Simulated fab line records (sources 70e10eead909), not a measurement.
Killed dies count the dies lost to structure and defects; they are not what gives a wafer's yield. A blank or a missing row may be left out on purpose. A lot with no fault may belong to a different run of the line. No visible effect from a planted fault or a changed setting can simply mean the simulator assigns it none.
8D (eight disciplines) problem report, filled in by code	flow nand-harc	the parts of the form that need people (team, actions taken, sign-off) are left out

1. WHAT IS WRONG
killed-at-array at NHARC_END_SORT_01 reads a mean of 665 on 1 wafer of 1 lot; wafers without a fault read 25 with a standard deviation of 9.5. Measured from the usual mean, that is +67 standard deviations.
Earliest sighting: wafer L145.4 on prober-01 at day 21 17:40. At this step, 9 wafers from 3 lots have a number in the record. By rule, "out" or "out of limits" means more than 4 standard deviations away from the usual mean. The other wafers with a number count as sound.

2. WHAT IT IS AND WHAT IT IS NOT
question	is	is not
which readings at this step	killed-at-array, killed-dies	killed-at-other, killed-at-periphery, killed-open, killed-short
which lots	L145	L149, L150
which wafers of those lots	L145.4	L145.3, L145.6
read on which gauges	prober-01	prober-02
when	from day 21 17:40	up to then (1 sound wafer); but 7 sound wafers of L145, L149, L150 came after

3. THE SUSPECTS, EACH WITH WHAT RULES IT OUT
Counting: if a tool at a process step up to the reading ran every lot that is out, it stays a suspect. Sound lots after the first of them don't rule it out here, since some wafers of a struck lot are sound.
- the gauge at NHARC_END_SORT_01: kept. All the wafers that are out were read on prober-01, and no step on other tools shows them out.
- pecvd-02 at NHARC_A_CONTACT_DEP_29 (deposits SiON, target thk 70 nm): kept. It ran the lot that is out, L145 (day 18 17:01).
- pvd-sputter-01 at NHARC_THIN_TSV_PVD_51 (deposits Cu, target thk 100 nm): kept. It ran the lot that is out, L145 (day 21 06:49). Because NHARC_THIN_TSV_PVD_51 lacks a start for some lots, the hours and order of its lots are taken from NHARC_THIN_TSV_DESCUM_35.
- rie-diel-13 at NHARC_THIN_TSV_DESCUM_35 (chemistry O2, time 3 s): kept. It ran the lot that is out, L145 (day 21 06:49).
- plasma-asher-01 at NHARC_THIN_TSV_STRIP_56 (strips in O2): kept. It ran the lot that is out, L145 (day 21 07:22).
- pecvd-02, NHARC_A_CONTACT_DEP_29: wafers that are out in chamber 0, sound lot-mates in chambers 1, 2.
Left after counting: pecvd-02 at NHARC_A_CONTACT_DEP_29, pvd-sputter-01 at NHARC_THIN_TSV_PVD_51, rie-diel-13 at NHARC_THIN_TSV_DESCUM_35, plasma-asher-01 at NHARC_THIN_TSV_STRIP_56, prober-01 at NHARC_END_SORT_01.

4. THE CAUSE (what the simulator had put in)
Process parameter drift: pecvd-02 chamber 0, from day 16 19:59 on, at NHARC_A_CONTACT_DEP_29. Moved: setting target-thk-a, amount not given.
5 suspects survive the count, and this tool is in that group.

5. SEQUENCE OF EFFECTS, ordered by route
Rows list readings where the struck wafers' mean (over those with a number) sits beyond 3 standard deviations from the usual. Only readings whose record carries a usual standard deviation are examined. hours: median over the lots of the time between each lot's start at the first step of this table that gives one and its start at this step. sigmas: the change, counted in usual standard deviations.
hours	step	reading	usual	on struck wafers	change	sigmas
0	NHARC_END_SORT_01	killed-at-array	25	665	+640	+67
0	NHARC_END_SORT_01	killed-dies	29	669	+640	+64

6. HOW IT WOULD HAVE BEEN CAUGHT EARLIER
Counted from the fault's start at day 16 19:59, it took 118 hours until the first out-of-limits reading at a measuring or inspecting step in this record, taken at day 21 17:40.
Tool readings at NHARC_A_CONTACT_DEP_29 with a usual standard deviation given in the record: none out on any struck wafer, hence no alarm at a limit of 4 standard deviations on them.
All the lots that are out (1) had begun NHARC_A_CONTACT_DEP_29 on pecvd-02 by day 21 17:40. Had the tool been put on hold then, not one of them would have been saved.
